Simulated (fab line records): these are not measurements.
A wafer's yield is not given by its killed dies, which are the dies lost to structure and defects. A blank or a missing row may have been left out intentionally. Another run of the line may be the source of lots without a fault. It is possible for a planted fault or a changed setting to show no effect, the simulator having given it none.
Code-filled problem report in 8D (eight disciplines) form || flow n5-finfet || the parts of the form that need people (team, actions taken, sign-off) are left out

== 1. THE PROBLEM ==
Wafers with no fault read 12 with a standard deviation of 5.1, whereas raw-defect-count at N5_STI_FIN_REVEAL_INSPECT_13 reads a mean of 1250 on 1 wafer of 1 lot. So: +99 or more standard deviations from the usual mean.
The step: inspects for defects (darkfield).
Earliest sighting: wafer L661.1 on defect-inspect-01 at day 7 03:13. The record has a number at this step for 32 wafers belonging to 11 lots. By rule, "out" or "out of limits" means more than 4 standard deviations away from the usual mean. Any other wafer with a number is counted as sound.

== 2. WHAT IT IS AND WHAT IT IS NOT ==
{"question": "which readings at this step", "is": "raw-defect-count", "is not": "-"}
{"question": "which lots", "is": "L661", "is not": "L644, L647, L648, L649, L650, L654, L657, L664, L665, L666"}
{"question": "which wafers of those lots", "is": "L661.1", "is not": "L661.2, L661.6"}
{"question": "read on which gauges", "is": "defect-inspect-01", "is not": "defect-inspect-02"}
{"question": "when", "is": "from day 7 03:13", "is not": "up to then (23 sound wafers); but 8 sound wafers of L664, L665, L666 came after"}

== 3. WHAT RULES OUT EACH SUSPECT ==
Counting: any tool at a process step up to the reading remains a suspect provided it ran every lot that is out. Sound lots after the first of them don't rule it out here, since some wafers of a struck lot are sound.
- ruled out: the gauge at N5_STI_FIN_REVEAL_INSPECT_13. All the wafers that are out were read on defect-inspect-01, but those of them that N5_PASSIVATION_PROBE_49 has rows for are out there too, on other tools.
- rie-diel-02 at N5_FIN_CUT_CUT_ETCH_27 (etches SiO2 in CHF3/O2, target depth 4 nm, overetch 2 nm, time 4.9 s): kept. L661, the lot that is out, went through it at day 6 17:47; up to then, the latest sound lot through it was L648 at day 3 09:12.
- ald-sin-01 at N5_STI_FIN_REVEAL_ALD_00 (deposits SiO2, target thk 1 nm, pulse time 1 s): kept. L661, the lot that is out, went through it at day 6 18:28; up to then, the latest sound lot through it was L654 at day 5 00:29.
- cmp-04 at N5_STI_FIN_REVEAL_CMP_04 (polishes, stops on Si3N4, t overpolish 4 s, target thk 131.83 nm): kept. L661, the lot that is out, went through it at day 6 23:34; up to then, the latest sound lot through it was L654 at day 5 05:35.
- In rie-diel-02 at N5_FIN_CUT_CUT_ETCH_27, the wafers that are out were processed in chamber 3 and their sound lot-mates in chambers 1, 2.
- Within ald-sin-01 at N5_STI_FIN_REVEAL_ALD_00, the wafers that are out were processed in chamber 3 and their sound lot-mates in chamber 0.
- In cmp-04 at N5_STI_FIN_REVEAL_CMP_04, the wafers that are out were processed in chamber 1 and their sound lot-mates in chambers 0, 3.
Still standing after the count: rie-diel-02 at N5_FIN_CUT_CUT_ETCH_27, ald-sin-01 at N5_STI_FIN_REVEAL_ALD_00, cmp-04 at N5_STI_FIN_REVEAL_CMP_04.

== 4. THE CAUSE (what the simulator had put in) ==
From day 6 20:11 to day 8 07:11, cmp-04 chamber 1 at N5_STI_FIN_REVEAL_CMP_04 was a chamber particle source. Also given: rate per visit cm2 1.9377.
Counting left 3 suspects, and this tool is among them.

== 5. THE EFFECT CHAIN, in route order ==
One row per reading whose mean, taken over the struck wafers that have a number, lies over 3 standard deviations from the usual. Only readings whose record carries a usual standard deviation are examined. hours: median over the lots of the time between each lot's start at the first step of this table that gives one and its start at this step. sigmas: the change, counted in usual standard deviations.
{"hours": 0, "step": "N5_STI_FIN_REVEAL_INSPECT_13", "reading": "raw-defect-count", "usual": 12, "on struck wafers": 1250, "change": "+1238", "sigmas": "+99 or more"}
{"hours": 235, "step": "N5_PASSIVATION_PROBE_49", "reading": "killed-at-front-end", "usual": 39, "on struck wafers": 769, "change": "+730", "sigmas": "+52"}
{"hours": 235, "step": "N5_PASSIVATION_PROBE_49", "reading": "killed-dies", "usual": 100, "on struck wafers": 814, "change": "+714", "sigmas": "+42"}
{"hours": 235, "step": "N5_PASSIVATION_PROBE_49", "reading": "killed-on-rim", "usual": 14, "on struck wafers": 96, "change": "+82", "sigmas": "+20"}
Process steps it contains:
- N5_PASSIVATION_PROBE_49
Later steps that measure or inspect, where all struck wafers having a row at the step show a number for every such reading and not one has moved that far: N5_DUMMY_GATE_OVL_MEAS_16.

== 6. WHAT WOULD HAVE CAUGHT IT SOONER ==
In this record the first reading out of limits at a measuring or inspecting step was taken at day 7 03:13, 7 hours after the fault began at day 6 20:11.
Tool readings at N5_STI_FIN_REVEAL_CMP_04 with a usual standard deviation given in the record: none out on any struck wafer, hence no alarm at a limit of 4 standard deviations on them.
By day 7 03:13, every lot that is out (1) had started N5_STI_FIN_REVEAL_CMP_04 on cmp-04. Had the tool been put on hold then, not one of them would have been saved.
